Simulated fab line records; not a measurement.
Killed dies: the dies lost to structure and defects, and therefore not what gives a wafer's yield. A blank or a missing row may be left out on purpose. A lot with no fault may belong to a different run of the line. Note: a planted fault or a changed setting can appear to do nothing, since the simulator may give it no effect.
Which of the tools did it? ; flow nand harc ; Sampling: 24 lots, 72 wafers, 6 of 1159 route steps

## WHAT THE GAUGES READ, wafer by wafer
NHARC_P_M2_THK_MEAS_24: measures by xrf.
lot;measured;on;thk nm (nm)
L074;day 6 10:04;film metro-01;144.0 144.7 142.2
L076;day 6 12:44;film metro-01;144.9 142.9 144.7
L075;day 6 17:26;film metro-02;143.3 144.4 142.6
L078;day 7 06:43;film metro-01;145.5 145.9 144.2
L077;day 7 08:43;film metro-02;142.9 144.8 149.8
L079;day 7 16:35;film metro-02;143.1 143.1 141.8
L080;day 7 17:22;film metro-01;142.6 143.2 143.0
L081;day 8 02:47;film metro-01;144.5 144.7 145.2
L082;day 8 04:01;film metro-02;144.8 145.2 145.3
L084;day 8 16:47;film metro-01;142.2 145.3 142.0
L083;day 8 17:26;film metro-02;145.7 142.0 141.7
L085;day 9 00:00;film metro-02;143.7 143.3 141.5
L086;day 9 11:58;film metro-02;145.0 143.1 145.1
L087;day 9 12:49;film metro-02;146.4 144.9 145.3
L088;day 10 06:34;film metro-01;143.1 142.7 143.9
L089;day 10 06:55;film metro-02;144.7 144.1 144.1
L090;day 10 08:50;film metro-02;145.7 145.9 142.6
L091;day 10 15:19;film metro-02;145.5 146.5 142.6
L092;day 10 22:01;film metro-02;142.8 144.2 140.0
L093;day 11 06:52;film metro-02;145.1 141.8 143.3
L094;day 11 07:34;film metro-01;145.0 142.7 144.2
L095;day 11 13:26;film metro-01;144.5 141.3 144.5
L096;day 11 17:57;film metro-01;142.8 143.5 144.8
L097;day 11 17:19;film metro-02;146.3 146.0 145.3

NHARC_P_BONDPAD_CD_MEAS_13.
lot;measured;on;cd nm (nm)
L074;day 6 12:34;cd sem-03;497.5 498.4 497.5
L076;day 6 15:10;cd sem-02;501.0 500.1 501.5
L075;day 6 19:56;cd sem-01;499.7 499.9 500.9
L078;day 7 09:05;cd sem-02;500.5 498.5 500.1
L077;day 7 11:45;cd sem-03;503.4 500.3 500.3
L079;day 7 19:05;cd sem-01;500.0 498.3 500.0
L080;day 7 19:50;cd sem-03;498.4 496.0 502.6
L081;day 8 05:14;cd sem-02;503.4 500.9 503.0
L082;day 8 06:29;cd sem-01;499.4 502.9 502.3
L084;day 8 19:15;cd sem-02;501.0 501.4 500.2
L083;day 8 19:55;cd sem-01;499.8 499.1 501.3
L085;day 9 02:33;cd sem-03;500.3 501.1 499.6
L086;day 9 14:28;cd sem-03;500.9 502.3 501.1
L087;day 9 15:10;cd sem-02;498.2 500.1 499.3
L088;day 10 09:01;cd sem-02;498.8 498.0 498.1
L089;day 10 09:40;cd sem-02;499.8 499.8 500.2
L090;day 10 11:18;cd sem-01;500.1 498.7 501.4
L091;day 10 17:58;cd sem-02;498.4 498.6 499.9
L092;day 11 00:32;cd sem-02;500.7 500.1 501.1
L093;day 11 09:27;cd sem-01;501.0 502.8 500.0
L094;day 11 10:14;cd sem-01;502.1 502.4 500.9
L095;day 11 15:58;cd sem-03;500.2 501.2 501.1
L096;day 11 20:20;cd sem-01;502.8 501.6 500.6
L097;day 11 19:50;cd sem-01;497.6 501.7 502.8

## WHAT TOOL EACH LOT RAN ON (gives the tool, then ch and the chambers of the sampled wafers, and finally the start)
lot;NHARC_P_GATE_RTA_80;NHARC_P_CONTACT_CMP_01;NHARC_P_M1_ETCH_15;NHARC_P_M1_ETCH_28
L074;rtp anneal-01 ch 0, day 5 15:10;cmp-02 ch 2,3, day 5 16:34;rie diel-12 ch 1,2, day 6 10:04 or earlier;rie diel-07 ch 1,2, day 6 10:04 or earlier
L076;rtp anneal-02 ch 0, day 5 18:44;cmp-03 ch 0,1,3, day 5 20:25;rie diel-06 ch 2,3, day 6 12:44 or earlier;rie diel-06 ch 0,1,3, day 6 12:44 or earlier
L075;rtp anneal-01 ch 0, day 5 20:12;cmp-03 ch 1,2, day 5 21:43;rie diel-06 ch 0,2,3, day 6 17:26 or earlier;rie diel-06 ch 1,2, day 6 17:26 or earlier
L078;rtp anneal-01 ch 0, day 6 12:58;cmp-03 ch 1,2, day 6 14:26;rie diel-07 ch 0,2,3, day 7 06:43 or earlier;rie diel-12 ch 0,1,3, day 7 06:43 or earlier
L077;rtp anneal-02 ch 0, day 6 15:31;cmp-02 ch 0,3, day 6 16:58;rie diel-07 ch 1,2,3, day 7 08:43 or earlier;rie diel-12 ch 2,3, day 7 08:43 or earlier
L079;rtp anneal-02 ch 0, day 6 18:51;cmp-04 ch 0,3, day 6 20:12;rie diel-06 ch 0,1,3, day 7 16:35 or earlier;rie diel-12 ch 1,2,3, day 7 16:35 or earlier
L080;rtp anneal-01 ch 0, day 6 19:37;cmp-03 ch 1,2,3, day 6 21:03;rie diel-06 ch 0,2,3, day 7 17:22 or earlier;rie diel-12 ch 0,1, day 7 17:22 or earlier
L081;rtp anneal-01 ch 0, day 7 07:20;cmp-02 ch 0,1, day 7 08:53;rie diel-07 ch 2,3, day 8 02:47 or earlier;rie diel-12 ch 0,1,2, day 8 02:47 or earlier
L082;rtp anneal-02 ch 0, day 7 07:49;cmp-02 ch 0,1,2, day 7 09:16;rie diel-06 ch 1,2,3, day 8 04:01 or earlier;rie diel-07 ch 0,2,3, day 8 04:01 or earlier
L084;rtp anneal-01 ch 0, day 7 23:29;cmp-04 ch 1,2,3, day 8 00:55;rie diel-07 ch 0,1,3, day 8 16:47 or earlier;rie diel-06 ch 1,2,3, day 8 16:47 or earlier
L083;rtp anneal-02 ch 0, day 7 23:59;cmp-02 ch 0,1,3, day 8 01:29;rie diel-07 ch 0,1,3, day 8 17:26 or earlier;rie diel-06 ch 1,2,3, day 8 17:26 or earlier
L085;rtp anneal-01 ch 0, day 8 06:28;cmp-04 ch 1,3, day 8 07:53;rie diel-06 ch 0,1,3, day 9 00:00 or earlier;rie diel-06 ch 0,2,3, day 9 00:00 or earlier
L086;rtp anneal-02 ch 0, day 8 16:49;cmp-03 ch 1,2,3, day 8 18:12;rie diel-07 ch 0,2, day 9 11:58 or earlier;rie diel-07 ch 2,3, day 9 11:58 or earlier
L087;rtp anneal-02 ch 0, day 8 16:59;cmp-02 ch 0,2, day 8 18:29;rie diel-06 ch 0,2,3, day 9 12:49 or earlier;rie diel-12 ch 0,1,3, day 9 12:49 or earlier
L088;rtp anneal-01 ch 0, day 9 07:22;cmp-03 ch 2,3, day 9 08:50;rie diel-07 ch 0,3, day 10 06:34 or earlier;rie diel-12 ch 0,1,2, day 10 06:34 or earlier
L089;rtp anneal-01 ch 0, day 9 08:07;cmp-03 ch 0,1,2, day 9 09:35;rie diel-07 ch 0,2, day 10 06:55 or earlier;rie diel-07 ch 2,3, day 10 06:55 or earlier
L090;rtp anneal-02 ch 0, day 9 13:40;cmp-03 ch 0,1,3, day 9 15:09;rie diel-07 ch 0,1, day 10 08:50 or earlier;rie diel-12 ch 0,3, day 10 08:50 or earlier
L091;rtp anneal-01 ch 0, day 9 19:18;cmp-03 ch 0,1,3, day 9 21:10;rie diel-07 ch 2,3, day 10 15:19 or earlier;rie diel-12 ch 1,2,3, day 10 15:19 or earlier
L092;rtp anneal-01 ch 0, day 10 04:08;cmp-03 ch 1,2, day 10 05:34;rie diel-12 ch 1,3, day 10 22:01 or earlier;rie diel-12 ch 0,2, day 10 22:01 or earlier
L093;rtp anneal-02 ch 0, day 10 08:01;cmp-04 ch 0,2, day 10 09:29;rie diel-12 ch 0,2,3, day 11 06:52 or earlier;rie diel-07 ch 2,3, day 11 06:52 or earlier
L094;rtp anneal-02 ch 0, day 10 08:52;cmp-02 ch 2,3, day 10 10:20;rie diel-12 ch 0,3, day 11 07:34 or earlier;rie diel-12 ch 0,2, day 11 07:34 or earlier
L095;rtp anneal-01 ch 0, day 10 19:12;cmp-03 ch 2,3, day 10 20:48;rie diel-07 ch 2,3, day 11 13:26 or earlier;rie diel-12 ch 0,2,3, day 11 13:26 or earlier
L096;rtp anneal-01 ch 0, day 10 22:41;cmp-04 ch 1,2, day 11 01:05;rie diel-12 ch 0,1,2, day 11 17:57 or earlier;rie diel-07 ch 0,1, day 11 17:57 or earlier
L097;rtp anneal-02 ch 0, day 10 23:22;cmp-03 ch 0,1,2, day 11 00:55;rie diel-12 ch 1,2,3, day 11 17:19 or earlier;rie diel-06 ch 0,1,3, day 11 17:19 or earlier
- NHARC_P_GATE_RTA_80: time 30 s.
- NHARC_P_CONTACT_CMP_01: polishes SiO2, target thk 200 nm.
- NHARC_P_M1_ETCH_15: etches the open film in C4F8/Ar, target depth 182.5 nm, time 91.2 s.
- NHARC_P_M1_ETCH_28: etches the open film in CF4/N2, target depth 30 nm, time 72.99 s.

## WHAT THE TOOLS THEMSELVES READ (means of the sampled wafers that have a number; where no wafer has one, the mark that the record gives instead)
NHARC_P_GATE_RTA_80.
lot;tool;lamp power pct (%);lamp_zone_1_pct (%);lamp_zone_4_pct (%);lamp_zone_5_pct (%);wafer_temp_C_max
L074;rtp anneal-01;2.08;2.08;2.08;2.08;301.6
L076;rtp anneal-02;2.18;2.18;2.18;2.18;301.8
L075;rtp anneal-01;2.08;2.08;2.08;2.08;301.7
L078;rtp anneal-01;2.08;2.09;2.08;2.08;301.5
L077;rtp anneal-02;2.18;2.18;2.18;2.18;301.8
L079;rtp anneal-02;2.18;2.18;2.18;2.18;301.6
L080;rtp anneal-01;2.09;2.09;2.08;2.08;301.9
L081;rtp anneal-01;2.08;2.08;2.08;2.08;302.1
L082;rtp anneal-02;2.19;2.19;2.19;2.19;301.7
L084;rtp anneal-01;2.09;2.09;2.09;2.09;301.6
L083;rtp anneal-02;2.18;2.18;2.18;2.18;301.7
L085;rtp anneal-01;2.09;2.09;2.09;2.09;301.9
L086;rtp anneal-02;2.18;2.18;2.18;2.18;301.8
L087;rtp anneal-02;2.18;2.18;2.18;2.18;302.0
L088;rtp anneal-01;2.08;2.08;2.08;2.08;301.7
L089;rtp anneal-01;2.08;2.09;2.09;2.09;301.8
L090;rtp anneal-02;2.19;2.19;2.18;2.19;301.7
L091;rtp anneal-01;2.08;2.08;2.08;2.08;302.1
L092;rtp anneal-01;2.08;2.08;2.08;2.08;301.8
L093;rtp anneal-02;2.19;2.19;2.19;2.19;301.7
L094;rtp anneal-02;2.18;2.18;2.18;2.18;301.7
L095;rtp anneal-01;2.08;2.08;2.08;2.08;301.6
L096;rtp anneal-01;2.08;2.08;2.08;2.08;301.9
L097;rtp anneal-02;2.18;2.18;2.19;2.19;301.6

NHARC_P_CONTACT_CMP_01.
lot;tool;motor current A (A);slurry flow ml min
L074;cmp-02;12.1;150.0
L076;cmp-03;12.3;150.3
L075;cmp-03;11.7;150.0
L078;cmp-03;13.0;149.8
L077;cmp-02;11.7;150.2
L079;cmp-04;11.7;149.8
L080;cmp-03;12.1;149.9
L081;cmp-02;11.1;150.3
L082;cmp-02;11.1;150.3
L084;cmp-04;11.5;150.2
L083;cmp-02;11.8;149.6
L085;cmp-04;12.0;149.7
L086;cmp-03;12.4;150.1
L087;cmp-02;11.4;150.1
L088;cmp-03;10.8;150.1
L089;cmp-03;11.9;150.0
L090;cmp-03;12.4;149.7
L091;cmp-03;12.6;150.1
L092;cmp-03;12.8;149.8
L093;cmp-04;11.4;150.2
L094;cmp-02;11.9;150.1
L095;cmp-03;11.1;150.2
L096;cmp-04;10.5;150.1
L097;cmp-03;11.7;150.0

NHARC_P_M1_ETCH_15.
lot;tool;oes product au (a.u.);rf fwd power W (W);rf vpp V (V)
L074;rie diel-12;0.967;593.8;437.1
L076;rie diel-06;0.971;596.6;440.5
L075;rie diel-06;0.955;596.9;439.8
L078;rie diel-07;0.960;596.1;438.9
L077;rie diel-07;0.964;595.0;440.6
L079;rie diel-06;0.966;595.6;441.6
L080;rie diel-06;0.956;595.0;440.5
L081;rie diel-07;0.934;595.1;439.6
L082;rie diel-06;0.981;598.1;441.6
L084;rie diel-07;0.928;595.8;437.9
L083;rie diel-07;0.959;595.4;437.5
L085;rie diel-06;0.971;596.9;442.2
L086;rie diel-07;0.963;594.7;438.3
L087;rie diel-06;0.919;597.2;440.6
L088;rie diel-07;0.956;595.7;437.1
L089;rie diel-07;0.959;593.7;440.5
L090;rie diel-07;0.928;597.0;437.3
L091;rie diel-07;0.958;595.1;440.4
L092;rie diel-12;0.962;597.7;439.8
L093;rie diel-12;0.953;598.3;438.8
L094;rie diel-12;0.949;597.4;440.4
L095;rie diel-07;0.981;594.6;440.3
L096;rie diel-12;0.964;595.5;437.3
L097;rie diel-12;0.968;596.2;437.5

NHARC_P_M1_ETCH_28.
lot;tool;drypump motor current A (A);oes product au (a.u.);rf fwd power W (W);rf vpp V (V);showerhead plenum p Torr (Torr);throttle valve pct (%)
L074;rie diel-07;6.0;0.997;297.0;314.9;2.67;19.793
L076;rie diel-06;6.0;1.003;296.7;315.7;2.67;19.800
L075;rie diel-06;5.7;1.001;296.9;314.7;2.67;19.789
L078;rie diel-12;5.8;0.992;298.7;312.8;2.55;19.780
L077;rie diel-12;5.2;1.000;298.1;312.1;2.51;19.795
L079;rie diel-12;5.4;0.992;298.9;312.2;2.52;19.800
L080;rie diel-12;6.0;0.995;297.4;312.1;2.50;19.793
L081;rie diel-12;5.8;1.008;298.3;312.7;2.49;19.800
L082;rie diel-07;5.7;0.994;296.9;313.5;2.57;19.795
L084;rie diel-06;5.5;0.999;297.6;314.7;2.65;19.791
L083;rie diel-06;5.5;1.006;297.4;315.0;2.65;19.790
L085;rie diel-06;5.6;0.992;298.0;313.7;2.61;19.799
L086;rie diel-07;5.8;0.983;296.6;315.4;2.65;19.801
L087;rie diel-12;5.8;0.987;297.8;312.6;2.54;19.789
L088;rie diel-12;5.8;0.996;297.8;311.2;2.49;19.802
L089;rie diel-07;5.9;0.991;297.2;312.8;2.57;19.785
L090;rie diel-12;5.7;1.001;297.0;313.2;2.57;19.792
L091;rie diel-12;5.5;0.996;297.1;312.5;2.52;19.797
L092;rie diel-12;5.5;0.998;297.0;311.7;2.49;19.796
L093;rie diel-07;5.9;1.003;297.9;312.4;2.57;19.796
L094;rie diel-12;5.5;0.997;296.1;311.0;2.49;19.796
L095;rie diel-12;5.5;0.995;298.3;313.2;2.54;19.791
L096;rie diel-07;5.9;1.003;297.8;312.4;2.48;19.799
L097;rie diel-06;6.0;0.995;297.2;314.7;2.67;19.790

## THE ANSWER, worked out from the rows above alone
Rule: the usual values come from the lots themselves. The widest of any qualifying gaps counts: lots, ordered by their means at a reading, are off when they make up no more than a third of the lots, leave a main group of 4 or more, and stand apart from it by 3 or more times the standard deviation of that group's means. A main group is skipped when, at the precision printed for the reading in the tables above, its means are all equal. Also off: a lot with no number at a reading for which 4 or more lots have one. Any other lot the step has rows for is counted as sound. Order of review: gauges by route order, followed by the tools' own readings, for which a lot's mean as printed above is used. At the first step where some lot is off, the reading lying furthest off is the one used; lots without a number count as furthest.
Across all readings shown, no lot is off: no conclusion can be drawn from this.

## WHAT THE SIMULATOR HAD INSERTED
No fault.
